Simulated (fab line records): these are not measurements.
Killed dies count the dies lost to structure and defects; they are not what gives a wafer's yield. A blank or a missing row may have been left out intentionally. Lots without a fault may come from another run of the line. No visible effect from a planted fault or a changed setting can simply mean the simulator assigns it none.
fab line records	flow n5Finfet
[record] lots = 8	wafers = 24	lastDay = 20
route steps=1938 shown BEOL_M4@1111 BEOL_M9@1417 PASSIVATION@1936
lots that met no fault: taken from a fault-free run of the same line
startH: start of the lot's first displayed wafer, in hours after the record's first day	waitH: how many hours have passed since the lot's step before this one	" as in the row above	L1.1+2: one row covering several wafers at once	- either no value or no given start	* or withheld: withheld	< > ~ a bound
route shown NAME@n: names a module that has steps shown in the file, with the first one's number in the route	usual: mean/standard deviation taken from wafers without a fault	same: alike in all rows	chamber/n: place in a boat	sites: each site's reading	_std_site: their standard deviation	_edge_site: mean of outer sites minus mean of inner sites	radiusMm: for every site, how far away it sits from the centre of the wafer	mask NAME#n: copy n	behind: tool/chamber where the wafer was last shaped	hold: cause of the lot's hold/its duration in hours/its outcome	device: whichever transistor did not switch (one of n, p or np)	end of line: the route-end tests of the same wafers	a step without rows: its recipe alone	killed: dies that structure and defects cost at the first sort, which is not the same as the wafer's yield	map: dies across one wafer; x = killed, . = not, _ = none there
set.NAME: the setting the step ran with; set.NAME@STEP: the setting that earlier step ran with	model.NAME: the simulator's own value behind a step, which no gauge read
route steps across a sampled set of lots; one table per step, one row per wafer
services: from which hour (startH, from the record's first day; less than 0 if before it) a tool's chamber was out of use, for how many hours, and why
[[steps]]
[step N5_BEOL_M4_RC_MEAS_101]
[usual] DIBL_N = 36.3/1.6	DIBL_P = 36.4/2.1	IOFF_N = 0.16/0.032	IOFF_P = 0.22/0.044	ION_N = 675/12	ION_P = 463/8.3	SS_N = 71.6/0.64	SS_P = 73.3/0.67	VT_N = 250/3.3	VT_P = -250/3.7
lot.wafer	tool	chamber	startH	waitH	DIBL_N[mV/V]	DIBL_P[mV/V]	IOFF_N[nA/um]	IOFF_P[nA/um]	ION_N[uA/um]	ION_P[uA/um]	SS_N[mV/dec]	SS_P[mV/dec]	VT_N[mV]	VT_P[mV]
L421.1	prober-01	0	218.98	0.0	36.7	36.5	0.17	0.22	675	470	71.0	73.9	248	-249
L421.3	"	0	"	"	36.5	36.4	0.16	0.20	664	455	71.4	72.9	251	-251
L421.5	"	0	"	"	37.5	37.5	0.18	0.22	682	469	72.1	74.1	248	-248
L430.3	prober-01	0	291.43	0.3	33.4	34.7	0.13	0.18	657	454	71.0	72.7	252	-250
L430.4	"	0	"	"	35.7	36.9	0.16	0.22	672	461	71.3	73.6	250	-250
L430.5	"	0	"	"	36.9	39.4	0.19	0.26	668	463	72.0	74.2	247	-248
L431.3	prober-02	0	300.57	0.3	35.9	34.6	0.14	0.19	661	454	72.3	73.2	251	-250
L431.5	"	0	"	"	38.0	38.2	0.19	0.24	675	463	71.3	73.5	246	-249
L431.6	"	0	"	"	36.0	35.5	0.15	0.20	661	457	71.9	73.4	251	-250
L432.1	prober-02	0	306.11	0.7	34.7	35.1	0.14	0.20	663	458	71.4	73.7	253	-253
L432.3	"	0	"	"	33.1	33.9	0.11	0.18	651	457	71.3	73.1	257	-252
L432.4	"	0	"	"	35.3	35.8	0.15	0.20	668	462	71.0	74.1	251	-251
L436.3	prober-02	0	317.36	0.3	34.3	32.5	0.10	0.13	642	435	70.7	72.8	257	-258
L436.5	"	0	"	"	34.8	33.8	0.12	0.14	676	460	71.0	73.8	253	-256
L436.6	"	0	"	"	33.7	31.3	0.09	0.12	651	442	70.2	71.9	258	-259
L438.1	prober-02	0	350.85	0.0	35.6	35.1	0.12	0.18	648	450	71.4	73.4	255	-253
L438.2	"	0	"	"	34.9	34.2	0.12	0.17	672	464	70.7	73.2	254	-251
L438.3	"	0	"	"	36.8	35.7	0.14	0.19	667	461	70.9	72.4	252	-253
L439.1	prober-02	0	354.48	0.0	35.4	36.1	0.13	0.16	665	456	71.8	72.6	254	-253
L439.2	"	0	"	"	34.7	35.6	0.13	0.16	662	456	71.1	73.2	252	-256
L439.4	"	0	"	"	40.7	41.8	0.24	0.26	697	463	73.0	74.2	245	-247
L440.3	prober-01	0	381.41	0.3	35.7	34.9	0.15	0.21	665	459	71.9	72.9	250	-250
L440.5	"	0	"	"	37.1	36.6	0.17	0.23	670	462	72.6	73.0	248	-248
L440.6	"	0	"	"	35.8	35.0	0.15	0.21	680	463	72.4	72.9	253	-251
[step N5_BEOL_M9_DESCUM_16]
[recipe] chemistry = O2	timeS = 7.9	sourcePowerW = 50	biasPowerW = 20	pressureMtorr = 20	rfFrequencyHz = 2.712e+07	tempC = 40	resist = CAR-ArF	o2FlowSccm = 225
[usual] drypumpMotorCurrentA = 5.7/0.47	oesProductAu = 0.80/0.081	rfVppV = 242.9/1.4	showerheadPlenumPTorr = 2.08/0.079	throttleValvePct = 20.53/0.22
lot.wafer	tool	chamber	startH	waitH	drypumpMotorCurrentA	oesProductAu	rfHoursCounterH	rfVppV	showerheadPlenumPTorr	throttleValvePct
L421.1	rieDiel-01	1	262.51	0.4	6.1	0.71	225	243.3	2.18	20.58
L421.3	"	0	"	"	6.1	0.93	10	243.3	2.13	20.43
L421.5	"	1	"	"	6.1	0.71	-	243.3	2.18	20.59
L430.3	rieDiel-05	2	335.42	0.0	5.5	0.73	186	243.0	2.02	20.71
L430.4	"	3	"	"	5.0	0.81	83	240.7	2.01	20.26
L430.5	"	0	"	"	4.7	0.69	-	245.3	2.16	20.77
L431.3	rieDiel-05	2	347.03	0.0	5.5	0.73	190	240.3	2.02	20.74
L431.5	"	2	"	"	5.5	0.73	-	243.2	2.01	20.72
L431.6	"	3	"	"	4.9	0.81	-	243.3	2.01	20.26
L432.1	rieDiel-04	1	347.19	0.0	5.7	0.79	115	242.2	2.03	20.64
L432.3	"	2	"	"	5.5	0.72	185	241.1	1.98	20.24
L432.4	"	3	"	"	5.9	0.95	7	243.8	2.07	20.54
L436.3	rieDiel-05	2	370.48	0.2	5.5	0.73	198	241.7	2.01	20.73
L436.5	"	2	"	"	5.5	0.71	-	240.9	2.01	20.75
L436.6	"	3	"	"	5.0	0.80	-	242.0	2.01	20.28
L439.1	rieDiel-01	3	394.11	0.0	6.3	0.81	98	240.0	2.00	20.33
L439.2	"	1	"	"	6.2	0.95	11	244.0	2.16	20.23
L439.4	"	2	"	"	5.1	0.78	108	243.1	2.12	20.38
L438.1	rieDiel-05	1	395.91	0.0	5.9	0.81	121	244.7	2.21	20.83
L438.2	"	2	"	"	5.5	0.71	208	241.4	2.01	20.75
L438.3	"	3	"	"	4.9	0.80	97	243.2	2.01	20.27
L440.3	rieDiel-04	3	420.68	0.0	5.8	0.92	30	242.1	2.06	20.59
L440.5	"	2	"	"	5.5	0.72	-	241.5	1.97	20.25
L440.6	"	1	"	"	5.8	0.78	-	241.4	2.02	20.67
[step N5_BEOL_M9_STRIP_67]
[recipe] chemistry = CF4	resist = SiARC	powerW = 300	biasPowerW = 75	pressureMtorr = 50	cf4FlowSccm = 150	rfFrequencyHz = 6e+07
[usual] drypumpMotorCurrentA = 5.7/0.47	oesProductAu = 0.79/0.077	rfVppV = 270.9/1.4	showerheadPlenumPTorr = 1.79/0.061	throttleValvePct = 13.66/0.16
lot.wafer	tool	chamber	startH	waitH	drypumpMotorCurrentA	oesProductAu	rfHoursCounterH	rfVppV	showerheadPlenumPTorr	throttleValvePct
L421.1	rieDiel-01	1	262.75	0.0	6.2	0.70	225	271.7	1.84	13.65
L421.3	"	0	"	"	6.1	0.91	11	272.6	1.85	13.62
L421.5	"	1	"	"	6.2	0.69	-	273.9	1.84	13.67
L430.3	rieDiel-05	2	335.65	0.0	5.5	0.73	186	270.1	1.72	13.70
L430.4	"	3	"	"	5.0	0.81	83	270.2	1.75	13.47
L430.5	"	0	"	"	4.7	0.68	-	271.8	1.84	13.95
L431.3	rieDiel-05	2	347.27	0.0	5.5	0.72	190	269.7	1.71	13.71
L431.5	"	2	"	"	5.5	0.72	-	269.3	1.71	13.71
L431.6	"	3	"	"	5.0	0.80	-	270.8	1.74	13.50
L432.1	rieDiel-04	1	347.42	0.0	5.7	0.80	115	269.2	1.73	13.63
L432.3	"	2	"	"	5.5	0.73	185	270.1	1.72	13.61
L432.4	"	3	"	"	5.8	0.95	7	271.0	1.78	13.58
L436.3	rieDiel-05	2	370.71	0.0	5.5	0.72	198	267.8	1.71	13.73
L436.5	"	2	"	"	5.5	0.72	-	268.2	1.71	13.72
L436.6	"	3	"	"	5.0	0.80	-	269.5	1.74	13.49
L439.1	rieDiel-01	3	394.34	0.0	6.3	0.80	98	269.8	1.74	13.67
L439.2	"	1	"	"	6.1	0.93	11	272.7	1.83	13.17
L439.4	"	2	"	"	5.1	0.78	108	271.8	1.83	13.60
L438.1	rieDiel-05	1	396.14	0.0	5.9	0.80	121	272.2	1.87	13.84
L438.2	"	2	"	"	5.5	0.71	208	270.5	1.71	13.77
L438.3	"	3	"	"	5.0	0.80	97	270.6	1.74	13.51
L440.3	rieDiel-04	3	420.92	0.0	5.8	0.89	30	270.3	1.77	13.61
L440.5	"	2	"	"	5.5	0.72	-	269.5	1.71	13.63
L440.6	"	1	"	"	5.7	0.77	-	270.3	1.73	13.68
[step N5_BEOL_M9_ETCH_66]
[recipe] chemistry = N2/H2	target = SOC	targetDepthA = 800	overetchA = 160	maskMaterial = SiARC	tempC = 40	timeS = 120	ionEnergyEv = 200	pressureMtorr = 30	sourceW = 840	biasW = 150	n2FlowSccm = 200	h2FlowSccm = 200
[usual] biasW = 150.1/0.48	chamberPressureMTorr = 29.999/0.029	drypumpMotorCurrentA = 5.7/0.37	oesProductAu = 0.62/0.065	rfVppV = 522.8/2.1	showerheadPlenumPTorr = 2.51/0.08	throttleValvePct = 17.86/0.18
lot.wafer	tool	chamber	startH	waitH	biasW	chamberPressureMTorr	drypumpMotorCurrentA	oesProductAu	rfHoursCounterH	rfVppV	showerheadPlenumPTorr	throttleValvePct
L421.1	rieDiel-04	0	263.74	0.0	150.0	30.007	5.8	0.52	246	523.8	2.51	18.21
L421.3	"	1	"	"	150.0	30.049	5.7	0.63	86	521.9	2.46	17.90
L421.5	"	2	"	"	149.8	29.960	5.5	0.57	-	520.7	2.43	17.56
L430.3	rieDiel-04	1	336.38	0.0	-	-	-	-	-	-	-	-
L430.4	"	2	"	"	-	-	-	-	-	-	-	-
L430.5	"	0	"	"	-	-	-	-	-	-	-	-
L431.3	rieDiel-01	2	348.90	0.0	-	-	-	-	-	-	-	-
L431.5	"	2	"	"	-	-	-	-	-	-	-	-
L431.6	"	0	"	"	-	-	-	-	-	-	-	-
L432.1	rieDiel-04	0	349.02	0.0	-	-	-	-	-	-	-	-
L432.3	"	2	"	"	-	-	-	-	-	-	-	-
L432.4	"	1	"	"	-	-	-	-	-	-	-	-
L436.3	rieDiel-01	2	371.85	0.0	149.5	30.047	5.1	0.60	100	525.5	2.58	17.75
L436.5	"	1	"	"	149.7	30.035	6.2	0.73	-	524.9	2.60	17.44
L436.6	"	2	"	"	149.7	29.939	5.1	0.60	-	524.6	2.58	17.75
L439.1	rieDiel-04	2	395.17	0.0	149.7	30.037	5.5	0.55	198	520.0	2.41	17.64
L439.2	"	0	"	"	150.3	30.037	5.8	0.67	33	522.5	2.50	17.86
L439.4	"	3	"	"	149.9	30.004	5.9	0.69	21	522.3	2.50	17.86
L438.1	rieDiel-04	0	398.19	0.0	149.6	30.000	5.8	0.67	33	520.9	2.50	17.85
L438.2	"	1	"	"	149.7	29.980	5.8	0.60	129	520.3	2.45	17.99
L438.3	"	2	"	"	148.9	29.980	5.5	0.55	198	520.4	2.41	17.64
L440.3	rieDiel-04	1	423.02	0.0	149.5	29.966	5.8	0.59	139	521.5	2.44	18.02
L440.5	"	1	"	"	150.1	29.996	5.8	0.59	-	521.9	2.44	18.01
L440.6	"	3	"	"	149.9	29.999	5.9	0.68	-	522.9	2.50	17.89
[step N5_BEOL_M9_VIA_ETCH_34]
[recipe] chemistry = C4F6/O2	target = SiCOH_lowk	targetDepthA = 1824	maskMaterial = SOC	taperDeg = 4	timeS = 68.4	ionEnergyEv = 250	pressureMtorr = 30	sourceW = 345	biasW = 185	Ar_flow_sccm = 300	C4F6_flow_sccm = 10	O2_flow_sccm = 10
[usual] C4F6_flow_sccm = 10.002/0.029	O2_flow_sccm = 9.999/0.028	drypumpMotorCurrentA = 5.7/0.37	oesProductAu = 0.82/0.09	rfVppV = 661/15	showerheadPlenumPTorr = 2.81/0.075	throttleValvePct = 20.99/0.16
lot.wafer	tool	chamber	startH	waitH	C4F6_flow_sccm	O2_flow_sccm	drypumpMotorCurrentA	oesProductAu	rfHoursCounterH	rfVppV	showerheadPlenumPTorr	throttleValvePct
L421.1	rieDiel-04	0	263.84	0.0	10.008	10.006	5.8	0.69	246	673	2.80	21.15
L421.3	"	1	"	"	9.991	9.988	5.7	0.82	86	662	2.76	20.94
L421.5	"	2	"	"	10.052	9.957	5.5	0.75	-	634	2.74	20.84
L430.3	rieDiel-04	1	336.48	0.0	10.022	10.019	5.7	0.31	111	659	2.75	20.83
L430.4	"	2	"	"	10.054	9.962	5.5	0.27	181	633	2.73	20.70
L430.5	"	0	"	"	9.973	10.010	5.8	0.35	-	672	2.79	20.67
L431.3	rieDiel-01	2	349.00	0.0	10.016	9.964	5.1	0.30	92	662	2.86	20.55
L431.5	"	2	"	"	10.017	9.982	5.1	0.30	-	661	2.86	20.58
L431.6	"	0	"	"	9.983	9.941	6.1	0.32	-	695	2.91	20.93
L432.1	rieDiel-04	0	349.12	0.0	10.005	9.997	5.8	0.34	19	673	2.79	20.67
L432.3	"	2	"	"	10.000	10.011	5.5	0.27	185	634	2.73	20.73
L432.4	"	1	"	"	9.994	10.017	5.7	0.30	115	660	2.75	20.84
L436.3	rieDiel-01	2	371.95	0.0	10.070	10.000	5.1	0.79	100	664	2.86	20.74
L436.5	"	1	"	"	10.008	9.997	6.1	1.00	-	663	2.89	20.41
L436.6	"	2	"	"	10.019	9.969	5.1	0.80	-	664	2.86	20.73
L439.1	rieDiel-04	2	395.27	0.0	10.019	9.967	5.5	0.72	198	632	2.72	20.89
L439.2	"	0	"	"	9.982	9.978	5.8	0.86	33	671	2.78	20.85
L439.4	"	3	"	"	10.010	10.003	5.8	0.94	21	672	2.82	21.13
L438.1	rieDiel-04	0	398.29	0.0	10.027	10.013	5.8	0.87	33	671	2.78	20.87
L438.2	"	1	"	"	10.023	9.996	5.7	0.78	129	660	2.74	21.00
L438.3	"	2	"	"	9.978	9.986	5.5	0.72	198	634	2.72	20.91
L440.3	rieDiel-04	1	423.12	0.0	10.004	10.043	5.8	0.76	139	660	2.74	21.04
L440.5	"	1	"	"	10.008	10.009	5.7	0.76	-	659	2.74	21.03
L440.6	"	3	"	"	9.991	9.976	5.8	0.91	-	671	2.81	21.14
[step N5_PASSIVATION_PROBE_49]
[usual] defectLimitedYield = 91.4/1.2	killed_at_M0_to_M3 = 35/11	killed_at_M4_up = 14/6	killedAtContacts = 12/6.7	killedAtFrontEnd = 37/9.7	killedAtOther = 3.5/2.5	killedDies = 102/15	killedOnRim = 13/3.6	killedOpen = 67/12	killedShort = 33/7.3	sort_bin_5_function = 5.1/0.81	sort_bin_6_memory = 3.2/0.65	sort_bin_8_speed = 0.00/0.021	sortNPass = 1078/15	sortYieldPct = 91.4/1.2
[same] grossDies = 1180	killedAtBackSide = 0	sort_bin_4_leakage[%] = 0
lot.wafer	tool	chamber	startH	waitH	defectLimitedYield[%]	killed_at_M0_to_M3	killed_at_M4_up	killedAtContacts	killedAtFrontEnd	killedAtOther	killedDies	killedOnRim	killedOpen	killedShort	sort_bin_5_function[%]	sort_bin_6_memory[%]	sort_bin_8_speed[%]	sortNPass	sortYieldPct[%]
L430.3	prober-02	-	389.74	0.1	0	32	1114	8	24	2	1180	152	68	15	97.2	2.6	0	0	0
L430.4	prober-02	-	389.79	0.2	0	33	1104	5	34	4	1180	152	55	37	96.8	3.0	0	0	0
L430.5	prober-02	-	389.84	0.2	0	32	1111	6	28	3	1180	152	61	30	97.1	2.5	0	0	0
L431.3	prober-02	-	408.47	0.1	0	36	1087	15	40	2	1180	152	66	40	96.4	3.1	0	0	0
L431.5	prober-02	-	408.57	0.2	0	27	1106	10	36	1	1180	152	58	31	96.3	3.1	0	0	0
L431.6	prober-02	-	408.62	0.3	0	40	1100	8	29	3	1180	152	62	35	96.5	3.1	0	0	0
L432.1	prober-01	-	416.27	0.0	0	37	1091	21	23	8	1180	152	55	38	96.2	3.2	0	0	0
L432.3	prober-01	-	416.37	0.1	0	27	1096	9	39	9	1180	152	57	37	96.0	3.7	0	0	0
L432.4	prober-01	-	416.42	0.2	0	34	1092	8	35	11	1180	152	69	35	96.6	3.4	0	0	0
// killed by level:class
L430.3 BEOL_M9:areaEtch=1096 BEOL_M4:geometricParticle:open=13 BEOL_M1:geometricParticle:open=10 MOL_CONTACT_COAG:geometricParticle:open=8 BEOL_M0:geometricParticle:open=6 FIN_SAQP:geometricParticle:open=5 DUMMY_GATE:geometricParticle:open=5 BEOL_M3:geometricParticle:open=5
L430.4 BEOL_M9:areaEtch=1086 BEOL_M0_SAQP:geometricParticle:short=8 FIN_SAQP:geometricParticle:short=7 BEOL_M4:geometricParticle:open=6 STI_FIN_REVEAL:geometricParticle:open=5 BEOL_M0_SAQP:geometricParticle:open=5 BEOL_M8:geometricParticle:open=5 BEOL_M1:geometricParticle:short=5
L430.5 BEOL_M9:areaEtch=1089 BEOL_M0:geometricParticle:open=10 FIN_SAQP:geometricParticle:open=9 BEOL_M4:geometricParticle:open=6 BEOL_M1:geometricParticle:open=5 STARTING-WAFER:geometricParticle:short=5 DUMMY_GATE:geometricParticle:open=4 MOL_CONTACT_COAG:geometricParticle:open=4
L431.3 BEOL_M9:areaEtch=1074 MOL_CONTACT_COAG:geometricParticle:open=15 FIN_SAQP:geometricParticle:short=10 FIN_SAQP:geometricParticle:open=9 GATE_CUT:geometricParticle:short=9 BEOL_M3:geometricParticle:open=8 BEOL_M2:geometricParticle:open=8 BEOL_M0_SAQP:geometricParticle:short=6
L431.5 BEOL_M9:areaEtch=1091 FIN_SAQP:geometricParticle:open=9 BEOL_M0_SAQP:geometricParticle:short=8 BEOL_M4:geometricParticle:open=8 MOL_CONTACT_COAG:geometricParticle:open=7 BEOL_M1:geometricParticle:open=7 GATE_CUT:geometricParticle:short=5 BEOL_M3:geometricParticle:open=5
L431.6 BEOL_M9:areaEtch=1082 BEOL_M1:geometricParticle:open=12 FIN_SAQP:geometricParticle:open=8 BEOL_M0_SAQP:geometricParticle:open=7 FIN_SAQP:geometricParticle:short=6 MOL_CONTACT_COAG:geometricParticle:open=6 BEOL_M4:geometricParticle:open=6 BEOL_M3:geometricParticle:open=5
L432.1 BEOL_M9:areaEtch=1086 MOL_CONTACT_COAG:geometricParticle:open=15 BEOL_M0_SAQP:geometricParticle:open=13 BEOL_M0_SAQP:geometricParticle:short=11 STARTING-WAFER:geometricParticle:short=7 MOL_CONTACT_COAG:geometricParticle:short=6 FIN_SAQP:geometricParticle:open=4 STI_FIN_REVEAL:geometricParticle:open=3
L432.3 BEOL_M9:areaEtch=1086 STI_FIN_REVEAL:geometricParticle:open=11 BEOL_M3:geometricParticle:open=10 FIN_SAQP:geometricParticle:open=7 BEOL_M0_SAQP:geometricParticle:short=6 BEOL_M4:geometricParticle:open=6 STARTING-WAFER:geometricParticle:short=6 FIN_SAQP:geometricParticle:short=5
L432.4 BEOL_M9:areaEtch=1076 BEOL_M0_SAQP:geometricParticle:open=13 STI_FIN_REVEAL:geometricParticle:open=11 BEOL_M0_SAQP:geometricParticle:short=8 MOL_CONTACT_COAG:geometricParticle:open=7 BEOL_M4:geometricParticle:open=6 FIN_SAQP:geometricParticle:short=5 FIN_SAQP:geometricParticle:open=5
[[services]]
tool	chamber	startH	hours	kind
rieDiel-01	-	240.37	5.9	repair
rieDiel-01	2	252.91	26.0	repair
rieDiel-01	-	253.32	6.4	repair
rieDiel-04	0	277.96	-	clean
rieDiel-04	0	277.96	-	consumableReplace:focusRing
rieDiel-04	0	277.96	19.5	scheduledDown
rieDiel-04	0	277.96	19.5	ventCycle
rieDiel-04	3	297.44	-	clean
rieDiel-04	3	297.44	-	consumableReplace:focusRing
rieDiel-04	3	297.44	27.5	scheduledDown
rieDiel-04	3	297.44	27.5	ventCycle
rieDiel-01	0	301.70	3.2	repair
rieDiel-01	1	338.42	-	clean
rieDiel-01	1	338.42	-	consumableReplace:focusRing
rieDiel-01	1	338.42	24.1	scheduledDown
rieDiel-01	1	338.42	24.1	ventCycle
rieDiel-05	0	365.49	-	clean
rieDiel-05	0	365.49	-	consumableReplace:focusRing
rieDiel-05	0	365.49	13.6	scheduledDown
rieDiel-01	0	378.42	9.6	repair
rieDiel-05	3	378.97	14.3	repair
rieDiel-05	0	379.15	1.6	repair
rieDiel-04	0	399.11	26.0	repair
rieDiel-04	2	402.36	8.4	repair
[[key]]
[firstSign] step = N5_BEOL_M9_ETCH_66	reading = toolRecord	direction = missing
[effect] step = N5_BEOL_M9_VIA_ETCH_34	reading = oesProductAu	direction = down	sigmas = 5.7	usual = 0.82	struck = 0.31
[effect] step = N5_PASSIVATION_PROBE_49	reading = killed_at_M4_up	direction = up	sigmas = 99+	usual = 14	struck = 1100
[moreKillsBornAt] N5_BEOL_M9_ETCH_66@rieDiel-04 = 6519	N5_BEOL_M9_ETCH_66@rieDiel-01 = 3247
metAt N5_BEOL_M9_ETCH_66
struckLots L430,L431,L432
laterRowsLeftOut L430.3,L430.4,L430.5,L431.3,L431.5,L431.6,L432.1,L432.3,L432.4
notActingAt N5_BEOL_M9_DESCUM_16,N5_BEOL_M9_STRIP_67
onsetBetween 263.74 336.38
[fault] kind = skippedStepWhole	tool = rieDiel-01,rieDiel-04	chamber = -	onsetH = 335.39	steps = N5_BEOL_M9_ETCH_66	scope = struckLotsOnly
// laterRowsLeftOut: the simulator's readings of these wafers behind a module that went badly wrong aren't trusted and aren't shown, but for the sort
